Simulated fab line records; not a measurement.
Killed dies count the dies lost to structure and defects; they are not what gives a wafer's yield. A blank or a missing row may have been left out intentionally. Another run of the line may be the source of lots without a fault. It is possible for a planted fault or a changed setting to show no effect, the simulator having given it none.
Matching of chambers -- flow n5_finfet -- N5_BEOL_M5_CO_CAP_78 on cvd_co-02: 3 sister chambers
The step material Co, precursor CCTBA/H2, target thk 2 nm, time 102.1 s. 3 wafers are shown with their chamber, then 12 later ones without.

## EACH WAFER AND ITS CHAMBER
wafer,chamber,heater_power_w (W)
L089.4,2,260
L091.4,0,259
L091.6,1,249

## WAFERS WITHOUT THEIR CHAMBER
wafer,heater_power_w (W)
L093.1,251
L093.4,264
L093.6,250
L090.2,264
L090.3,256
L090.5,256
L096.2,261
L096.3,257
L096.5,261
L097.2,246
L097.4,261
L097.5,244

## WHICH CHAMBER EACH WENT THROUGH
wafer,from the rows above,in truth
L093.1,1,1
L093.4,can't be placed: 2 or 0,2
L093.6,1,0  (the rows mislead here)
L090.2,can't be placed: 2 or 0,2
L090.3,can't be placed: 0 or 2 or 1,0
L090.5,can't be placed: 0 or 2 or 1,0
L096.2,can't be placed: 2 or 0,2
L096.3,can't be placed: 0 or 2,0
L096.5,can't be placed: 2 or 0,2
L097.2,1,1
L097.4,can't be placed: 2 or 0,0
L097.5,1,1
3 of 12 placed correctly. From these rows, 8 cannot be placed; in 8 the true chamber is one of the candidates. Number placed wrongly: 1.
How it was worked out, from the rows above alone: a wafer's distance from a chamber is the root of the sum, over the readings, of the square of ((its reading less the chamber's mean) divided by the reading's scatter). The wafer belongs to the nearest chamber; if the next one is less than 2 further off, it can't be placed. A chamber's mean is the mean of its shown wafers. The scatter: with one shown wafer a chamber, the root of the mean of the squares of how far each hidden wafer lies from its nearest shown one.
